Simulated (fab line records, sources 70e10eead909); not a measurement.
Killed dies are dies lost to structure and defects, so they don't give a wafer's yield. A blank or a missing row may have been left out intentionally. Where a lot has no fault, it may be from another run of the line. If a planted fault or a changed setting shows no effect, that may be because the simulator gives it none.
fab line records    flow nandHarc
[record] lots = 6  wafers = 18  lastDay = 34
route steps=1302 shown A_SGD_CUT@901
lots with no fault: from the same line, run without faults
startH: hours from the record's opening day to when the first of the lot's shown wafers began    waitH: time in hours since the lot's previous step    " same as the row above    L1.1+2: a row that stands for several wafers    - either no value or no given start    * or withheld: withheld    < > ~ a bound
route shown NAME@n: a module of which the file shows steps, and the number in the route of the first    usual: mean and standard deviation over wafers with no fault    same: alike in all rows    chamber/n: place in a boat    sites: per-site readings    _std_site: their standard deviation    _edge_site: the outer-site mean with the inner-site mean subtracted    radiusMm: how far each site lies from the wafer's centre    mask NAME#n: copy n    behind: the last tool/chamber to shape the wafer    hold: the reason the lot was held/the length of the hold in hours/how it ended    device: the transistor (n, p or np) that didn't switch    end of line: the route-end tests of the same wafers    step lacking rows: just its recipe    killed: at the first sort, the dies lost to defects and structure; wafer yield is something else    map: dies across one wafer; x = killed, . = not, _ = none there
set.NAME: the setting the step ran with; set.NAME@STEP: the setting that earlier step ran with    model.NAME: the simulator's own value behind a step, which no gauge read
lots seen at some steps along the route; tables by step, rows by wafer
services: when a tool's chamber went out of use (startH, in hours from the record's first day, below 0 if earlier), for how many hours, and the reason
[[steps]]
[step NHARC_A_SGD_CUT_CD_MEAS_09]
[recipe] targetCdNm = 100  landingEnergyEv = 500
[usual] cdNm = 100.0/0.46
lot.wafer  tool      chamber  startH  waitH  cdNm
L552.4     cdSem-01  0        426.12  -      100.4
L552.5     "         0        "       "      100.6
L552.6     "         0        "       "      99.8
L553.1     cdSem-02  0        452.41  -      100.0
L553.4     "         0        "       "      100.5
L553.5     "         0        "       "      100.1
L565.4     cdSem-01  0        555.91  -      99.3
L565.5     "         0        "       "      99.8
L565.6     "         0        "       "      99.4
L563.1     cdSem-03  0        556.20  -      99.5
L563.3     "         0        "       "      99.2
L563.6     "         0        "       "      99.3
L574.1     cdSem-02  0        667.84  -      99.9
L574.2     "         0        "       "      99.4
L574.3     "         0        "       "      99.5
L575.3     cdSem-02  0        686.52  -      100.4
L575.5     "         0        "       "      99.9
L575.6     "         0        "       "      99.9
[step NHARC_A_SGD_CUT_OVL_MEAS_10]
[usual] overlayXNm = -0.1/0.95  overlayYNm = -0.4/0.78
lot.wafer  tool        chamber  startH  waitH  overlayXNm  overlayYNm
L552.4     overlay-01  -        426.20  -      -1.8        -0.7
L552.5     "           -        "       "      -2.1        -0.8
L552.6     "           -        "       "      -2.2        -1.2
L553.1     overlay-01  -        452.50  -      0.0         -0.3
L553.4     "           -        "       "      -0.2        -0.6
L553.5     "           -        "       "      0.0         -0.9
L565.4     overlay-02  -        555.99  -      0.0         -0.5
L565.5     "           -        "       "      0.5         -0.1
L565.6     "           -        "       "      -0.1        0.0
L563.1     overlay-01  -        556.29  -      0.0         -1.4
L563.3     "           -        "       "      -0.6        -1.3
L563.6     "           -        "       "      0.4         -1.0
L574.1     overlay-02  -        667.93  -      0.9         -0.7
L574.2     "           -        "       "      0.0         -0.7
L574.3     "           -        "       "      0.9         -0.4
L575.3     overlay-02  -        686.60  -      0.7         1.0
L575.5     "           -        "       "      0.1         1.0
L575.6     "           -        "       "      0.1         0.0
[step NHARC_A_SGD_CUT_INSPECT_11]
[usual] rawDefectCount = 62/27
lot.wafer  tool              chamber  startH  waitH  rawDefectCount
L552.4     defectInspect-02  -        426.24  0.0    121
L552.5     "                 -        "       "      93
L552.6     "                 -        "       "      114
L553.1     defectInspect-01  -        452.54  0.0    72
L553.4     "                 -        "       "      80
L553.5     "                 -        "       "      71
L565.4     defectInspect-02  -        556.03  0.0    65
L565.5     "                 -        "       "      79
L565.6     "                 -        "       "      74
L563.1     defectInspect-02  -        556.32  0.0    63
L563.3     "                 -        "       "      63
L563.6     "                 -        "       "      66
L574.1     defectInspect-02  -        667.97  0.0    75
L574.2     "                 -        "       "      75
L574.3     "                 -        "       "      59
L575.3     defectInspect-02  -        686.64  0.0    11
L575.5     "                 -        "       "      3
L575.6     "                 -        "       "      6
[step NHARC_A_SGD_CUT_DESCUM_14]
[recipe] timeS = 3  o2FlowSccm = 200  arFlowSccm = 0  biasPowerW = 0  chemistry = O2
[usual] drypumpMotorCurrentA = 5.5/0.31  mfcArSccm = 0.011/0.012  o2FlowSccm = 200.0/0.6  oesProductAu = 0.998/0.0082  rfVppV = 57.6/0.99  showerheadPlenumPTorr = 1.87/0.091  throttleValvePct = 11.311/0.0084
lot.wafer  tool        chamber  startH  waitH  drypumpMotorCurrentA  mfcArSccm  o2FlowSccm  oesProductAu  rfHoursCounterH  rfVppV  showerheadPlenumPTorr  throttleValvePct
L552.4     rieDiel-08  0        426.31  0.1    5.4                   0          200.2       1.007         4                57.6    1.80                   11.294
L552.6     "           2        "       "      5.0                   0          199.8       1.004         -                56.8    1.96                   11.310
L552.5     "           3        "       "      5.6                   0.017      200.0       1.000         -                58.0    2.02                   11.316
L553.4     rieDiel-05  2        452.62  0.1    5.6                   0          198.9       1.014         2                57.5    1.93                   11.326
L553.1     "           3        "       "      5.4                   0          200.2       0.994         2                57.3    1.88                   11.306
L553.5     "           1        "       "      5.2                   0.013      200.0       1.001         -                58.1    1.79                   11.321
L565.4     rieDiel-05  2        556.11  0.1    5.6                   0          200.3       1.006         6                59.3    1.93                   11.318
L565.5     "           3        "       "      5.3                   0          199.3       1.015         -                58.4    1.88                   11.311
L565.6     "           0        "       "      5.0                   0          199.5       1.002         -                58.0    2.04                   11.320
L563.1     rieDiel-09  1        556.39  0.1    5.5                   0          200.5       0.991         4                56.5    1.82                   11.312
L563.3     "           2        "       "      5.4                   0.039      200.0       0.982         4                58.1    1.78                   11.300
L563.6     "           2        "       "      5.4                   0.039      200.1       0.997         -                57.9    1.78                   11.318
L574.3     rieDiel-05  3        668.03  0.1    5.4                   0          200.1       1.003         2                57.7    1.88                   11.305
L574.1     "           1        "       "      5.2                   0.013      199.2       1.015         2                59.2    1.79                   11.314
L574.2     "           2        "       "      5.6                   0          200.1       0.997         2                56.9    1.93                   11.310
L575.3     rieDiel-08  1        686.71  0.1    5.9                   0.016      200.1       1.012         10               57.5    1.81                   11.322
L575.6     "           3        "       "      5.6                   0.017      200.2       0.998         -                58.9    2.01                   11.314
L575.5     "           0        "       "      5.4                   0          199.3       1.004         -                57.4    1.79                   11.318
[step NHARC_A_SGD_CUT_ETCH_58]
[recipe] targetDepthA = 390  overEtchFrac = 0.3  timeS = 65  ionEnergyEv = 80  cf4FlowSccm = 150  arFlowSccm = 0  rfW = 300  biasW = 100  chemistry = CF4
[usual] drypumpMotorCurrentA = 5.47/0.3  mfcArSccm = 0.011/0.012  oesProductAu = 0.999/0.008  rfVppV = 150.8/1.3  showerheadPlenumPTorr = 1.73/0.076  throttleValvePct = 13.285/0.0093
lot.wafer  tool        chamber  startH  waitH  drypumpMotorCurrentA  mfcArSccm  oesProductAu  rfHoursCounterH  rfVppV  showerheadPlenumPTorr  throttleValvePct
L552.4     rieDiel-08  3        426.39  0.1    5.61                  0.017      1.005         4                152.4   1.86                   13.287
L552.6     "           1        "       "      5.92                  0.016      1.009         -                150.0   1.68                   13.288
L552.5     "           2        "       "      4.95                  0          1.008         -                152.0   1.81                   13.301
L553.1     rieDiel-05  0        452.69  0.1    4.99                  0          0.995         2                153.1   1.88                   13.293
L553.4     "           1        "       "      5.15                  0.013      0.993         2                148.3   1.67                   13.282
L553.5     "           3        "       "      5.35                  0          0.998         -                152.4   1.74                   13.283
L565.4     rieDiel-05  2        556.19  0.1    5.55                  0          1.009         6                151.5   1.79                   13.271
L565.6     "           3        "       "      5.37                  0          1.005         -                152.3   1.74                   13.298
L565.5     "           0        "       "      4.98                  0          1.011         -                152.8   1.88                   13.276
L563.1     rieDiel-09  0        556.47  0.1    5.65                  0.015      1.003         4                152.2   1.76                   13.280
L563.3     "           1        "       "      5.51                  0          0.998         4                151.3   1.69                   13.274
L563.6     "           1        "       "      5.51                  0          0.986         -                151.1   1.69                   13.283
L574.3     rieDiel-05  3        668.12  0.1    5.37                  0          0.979         2                150.1   1.74                   13.273
L574.1     "           0        "       "      4.95                  0          0.993         2                153.3   1.88                   13.278
L574.2     "           1        "       "      5.17                  0.013      1.001         2                149.7   1.66                   13.289
L575.3     rieDiel-08  1        686.80  0.1    5.89                  0.016      1.010         10               148.5   1.68                   13.267
L575.6     "           2        "       "      4.96                  0          1.006         -                150.6   1.80                   13.301
L575.5     "           3        "       "      5.62                  0.017      1.004         -                151.2   1.85                   13.284
[step NHARC_A_SGD_CUT_ETCH_59]
[recipe] targetDepthA = 2600  overEtchFrac = 0.25  timeS = 406.25  ionEnergyEv = 200  n2FlowSccm = 150  h2FlowSccm = 150  arFlowSccm = 0  rfW = 400  biasW = 150  chemistry = N2/H2
[usual] drypumpMotorCurrentA = 5.50/0.3  mfcArSccm = 0.011/0.012  oesProductAu = 0.997/0.0084  rfVppV = 429.3/2.8  showerheadPlenumPTorr = 2.00/0.098  throttleValvePct = 14.171/0.0089
lot.wafer  tool        chamber  startH  waitH  drypumpMotorCurrentA  mfcArSccm  oesProductAu  rfHoursCounterH  rfVppV  showerheadPlenumPTorr  throttleValvePct
L552.4     rieDiel-08  3        -       -      5.64                  0.017      1.000         4                433.2   2.15                   14.163
L552.5     "           3        "       "      5.63                  0.017      1.008         -                433.5   2.15                   14.165
L552.6     "           0        "       "      5.38                  0          0.996         -                427.8   1.91                   14.179
L553.1     rieDiel-05  0        -       -      4.97                  0          0.999         2                434.4   2.18                   14.181
L553.4     "           2        "       "      5.59                  0          0.997         2                432.2   2.06                   14.166
L553.5     "           0        "       "      4.99                  0          1.001         -                433.8   2.18                   14.173
L565.4     rieDiel-05  3        -       -      5.35                  0          1.008         6                429.8   2.00                   14.180
L565.5     "           2        "       "      5.60                  0          0.996         -                431.6   2.06                   14.178
L565.6     "           3        "       "      5.34                  0          1.003         -                429.9   2.00                   14.164
L563.3     rieDiel-09  1        -       -      5.48                  0          1.005         4                428.6   1.94                   14.197
L563.1     "           2        "       "      5.49                  0.039      0.998         4                427.7   1.89                   14.163
L563.6     "           1        "       "      5.49                  0          0.991         -                428.6   1.94                   14.171
L574.1     rieDiel-05  3        -       -      5.38                  0          0.991         2                428.2   2.00                   14.174
L574.3     "           0        "       "      4.97                  0          0.999         2                435.0   2.18                   14.187
L574.2     "           2        "       "      5.57                  0          0.989         2                431.0   2.06                   14.174
L575.3     rieDiel-08  0        -       -      5.44                  0          0.994         10               425.9   1.91                   14.169
L575.5     "           2        "       "      4.96                  0          1.008         -                431.5   2.08                   14.188
L575.6     "           3        "       "      5.63                  0.017      1.001         -                433.1   2.15                   14.172
[step NHARC_A_SGD_CUT_ETCH_15]
[recipe] targetDepthA = 750  timeS = 64.3  ch3fFlowSccm = 50  o2FlowSccm = 30  arFlowSccm = 200  rfW = 500  biasW = 100  chemistry = CH3F/O2
[step NHARC_A_SGD_CUT_ETCH_16]
[recipe] targetDepthA = 3105  timeS = 155.2  c4f8FlowSccm = withheld  o2FlowSccm = 8  arFlowSccm = withheld  rfW = 600  biasW = 800  chemistry = C4F8/O2/Ar
[usual] oesProductAu = 0.967/0.016  rfVppV = 721/4.7
lot.wafer  tool        chamber  startH  waitH  oesProductAu  rfHoursCounterH  rfVppV
L552.4     rieDiel-08  3        -       -      0.960         5                729
L552.5     "           3        "       "      0.953         -                728
L552.6     "           0        "       "      0.941         -                718
L553.4     rieDiel-05  1        -       -      0.965         2                716
L553.1     "           2        "       "      0.979         2                723
L553.5     "           0        "       "      0.975         -                729
L565.4     rieDiel-05  3        -       -      0.973         6                720
L565.5     "           0        "       "      0.982         -                729
L565.6     "           1        "       "      0.978         -                716
L563.3     rieDiel-09  0        -       -      0.943         4                723
L563.1     "           2        "       "      0.958         4                715
L563.6     "           0        "       "      0.954         -                723
L574.3     rieDiel-05  2        -       -      0.937         2                723
L574.1     "           3        "       "      0.949         2                721
L574.2     "           0        "       "      0.931         2                730
L575.3     rieDiel-08  3        -       -      0.984         8                728
L575.6     "           3        "       "      0.977         -                728
L575.5     "           0        "       "      0.964         -                717
[step NHARC_A_SGD_CUT_STRIP_60]
[recipe] c4f8FlowSccm = withheld  o2FlowSccm = 8  arFlowSccm = withheld  biasW = 0  chemistry = C4F8/O2/Ar
[step NHARC_A_SGD_CUT_STRIP_17]
[recipe] o2FlowSccm = 500  arFlowSccm = 0  biasW = 0  chemistry = O2
[usual] drypumpMotorCurrentA = 5.5/0.3  mfcArSccm = 0.011/0.012  o2FlowSccm = 499.9/1.5  oesProductAu = 0.999/0.0094  rfVppV = 57.5/0.99  showerheadPlenumPTorr = 3.46/0.15  throttleValvePct = 17.036/0.009
lot.wafer  tool        chamber  startH  waitH  drypumpMotorCurrentA  mfcArSccm  o2FlowSccm  oesProductAu  rfHoursCounterH  rfVppV  showerheadPlenumPTorr  throttleValvePct
L552.4     rieDiel-08  2        -       -      4.9                   0          500.3       1.005         5                57.3    3.61                   17.025
L552.5     "           2        "       "      4.9                   0          503.4       1.008         -                58.0    3.61                   17.027
L552.6     "           3        "       "      5.6                   0.017      500.1       1.002         -                60.4    3.71                   17.033
L553.4     rieDiel-05  3        -       -      5.4                   0          499.7       1.004         2                57.0    3.47                   17.045
L553.1     "           0        "       "      5.0                   0          500.1       1.017         2                58.4    3.75                   17.050
L553.5     "           1        "       "      5.2                   0.013      499.2       1.007         -                56.6    3.32                   17.031
L565.4     rieDiel-05  0        -       -      5.0                   0          498.0       1.003         6                57.7    3.75                   17.018
L565.5     "           0        "       "      5.0                   0          498.2       0.993         -                59.5    3.75                   17.034
L565.6     "           1        "       "      5.2                   0.013      500.5       0.993         -                57.9    3.32                   17.028
L563.3     rieDiel-09  3        -       -      6.0                   0.018      498.0       0.989         3                56.9    3.32                   17.033
L563.1     "           0        "       "      5.7                   0.015      498.9       0.989         4                57.7    3.51                   17.031
L563.6     "           0        "       "      5.7                   0.015      498.5       0.992         -                58.7    3.51                   17.037
L574.2     rieDiel-05  3        -       -      5.4                   0          498.8       0.998         2                58.2    3.46                   17.041
L574.1     "           0        "       "      5.0                   0          500.5       0.996         2                59.7    3.75                   17.037
L574.3     "           1        "       "      5.2                   0.013      500.4       1.017         2                56.0    3.32                   17.024
L575.3     rieDiel-08  2        -       -      5.0                   0          498.6       1.007         10               57.7    3.60                   17.035
L575.5     "           2        "       "      5.0                   0          496.4       1.005         -                58.4    3.60                   17.042
L575.6     "           3        "       "      5.6                   0.017      498.9       0.999         -                59.1    3.70                   17.046
[step NHARC_A_SGD_CUT_PRECLEAN_18]
[recipe] timeS = *  tempC = 50  bathAgeMin = 0  chemistry = SC1
[step NHARC_A_SGD_CUT_SRD_19]
[step NHARC_A_SGD_CUT_DEP_20]
[recipe] targetThkA = 1500  tempC = 65  material = SiO2
lot.wafer   tool     chamber  startH  waitH
L552.4+5+6  fcvd-02  0        427.57  -
L553.1+4+5  fcvd-01  0,0,1    453.76  -
L565.4+6+5  fcvd-02  0,0,1    557.25  -
L563.1+3+6  fcvd-02  0,1,1    557.52  -
L574.1+2+3  fcvd-02  0,1,0    669.14  -
L575.3+5+6  fcvd-01  0,1,0    687.90  -
[step NHARC_A_SGD_CUT_ANNEAL_27]
[recipe] tempC = 450  timeS = 1800
[step NHARC_A_SGD_CUT_CMP_21]
[recipe] targetThkNm = 148.19
[usual] motorCurrentA = 12.7/1.2  padLifeWafers = 172/120  slurryFilterDpKPa = 13.48/0.13  timeToEndpointS = 50.2/2.4
lot.wafer  tool    chamber  startH  waitH  motorCurrentA  padLifeWafers  slurryFilterDpKPa  timeToEndpointS
L552.4     cmp-01  1        431.71  0.5    12.8           240            13.43              49.7
L552.6     "       1        "       "      12.8           -              13.34              50.4
L552.5     "       2        "       "      11.0           -              13.46              52.7
L553.1     cmp-01  3        460.57  0.4    13.9           336            13.48              46.5
L553.4     "       2        "       "      11.0           339            13.57              45.2
L553.5     "       0        "       "      12.2           -              13.40              47.5
L565.4     cmp-03  1        561.87  0.4    14.1           19             13.51              35.1
L565.6     "       0        "       "      12.8           -              13.42              33.7
L565.5     "       1        "       "      14.4           -              13.55              52.8
L563.3     cmp-02  2        561.89  0.4    13.9           140            13.47              46.2
L563.1     "       3        "       "      11.8           141            13.64              29.0
L563.6     "       1        "       "      12.1           -              13.38              48.3
L574.2     cmp-02  0        673.95  0.4    12.0           151            13.48              51.3
L574.3     "       1        "       "      12.6           152            13.37              51.2
L574.1     "       2        "       "      13.9           153            13.42              45.8
L575.3     cmp-01  3        692.38  0.4    15.2           48             13.50              50.6
L575.6     "       3        "       "      15.7           -              13.61              49.2
L575.5     "       0        "       "      12.4           -              13.33              49.9
[step NHARC_A_SGD_CUT_THK_MEAS_22]
[recipe] thkMeasGauge = ellipsometry
[usual] thkNm = 148.2/1.4
lot.wafer  tool          chamber  startH  waitH  thkNm
L552.4     filmMetro-01  -        431.96  0.2    146.4
L552.5     "             -        "       "      147.0
L552.6     "             -        "       "      148.8
L553.1     filmMetro-02  -        460.82  0.2    149.7
L553.4     "             -        "       "      148.4
L553.5     "             -        "       "      146.7
L563.1     filmMetro-02  -        562.10  0.2    95.9
L563.3     "             -        "       "      145.1
L563.6     "             -        "       "      146.8
L565.4     filmMetro-01  -        562.10  0.2    96.8
L565.5     "             -        "       "      150.6
L565.6     "             -        "       "      96.5
L574.1     filmMetro-01  -        674.18  0.2    150.1
L574.2     "             -        "       "      146.1
L574.3     "             -        "       "      147.4
L575.3     filmMetro-02  -        692.63  0.2    149.4
L575.5     "             -        "       "      147.0
L575.6     "             -        "       "      149.6
[step NHARC_A_SGD_CUT_SRD_23]
[[services]]
tool        chamber  startH  hours  kind
rieDiel-09  1        402.61  9.5    repair
rieDiel-05  -        406.60  9.0    pm
cmp-01      -        411.89  1.4    repair
rieDiel-09  2        415.15  5.6    repair
fcvd-02     1        419.80  9.5    repair
rieDiel-09  3        427.78  7.3    repair
fcvd-02     -        450.00  13.0   pm
cmp-01      -        450.73  1.7    repair
rieDiel-05  3        462.90  9.0    repair
rieDiel-09  1        476.72  6.7    repair
cmp-01      -        480.72  4.0    pm
rieDiel-09  -        497.10  9.0    pm
rieDiel-09  3        531.66  6.0    repair
rieDiel-08  -        544.84  9.0    pm
rieDiel-05  0        548.86  4.9    repair
rieDiel-05  -        583.60  9.0    pm
rieDiel-08  1        618.06  9.1    repair
rieDiel-05  2        624.96  3.0    repair
fcvd-02     -        631.00  13.0   pm
rieDiel-09  2        652.67  8.9    repair
rieDiel-05  2        653.80  4.3    repair
rieDiel-09  1        656.75  8.1    repair
fcvd-02     -        663.64  1.0    repair
rieDiel-09  -        674.13  9.0    pm
[[key]]
[firstSign] step = NHARC_A_SGD_CUT_CMP_21  reading = timeToEndpointS  direction = down  sigmas = 7.2  usual = *  struck = *
[effect] step = NHARC_A_SGD_CUT_THK_MEAS_22  reading = thkNm  direction = down  sigmas = 36  usual = 148.2  struck = 96.4
metAt NHARC_A_SGD_CUT_DEP_20
struckWafers L563.1,L565.4,L565.6
testerLeftOut L563,L565
[fault] kind = processParameterDrift  tool = fcvd-02  chamber = 0  onsetH = 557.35  steps = NHARC_A_SGD_CUT_DEP_20  channel = targetThkA  offset = *  shape = step  endH = 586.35  actsIn = *  stated = *
// testerLeftOut: of these lots the tester's yield and bins aren't shown, on N5 and GAA mostly nor the transistor test; their killed dies are dies lost to structure and defects alone, not to doping, threshold or leakage, so they don't give the yield
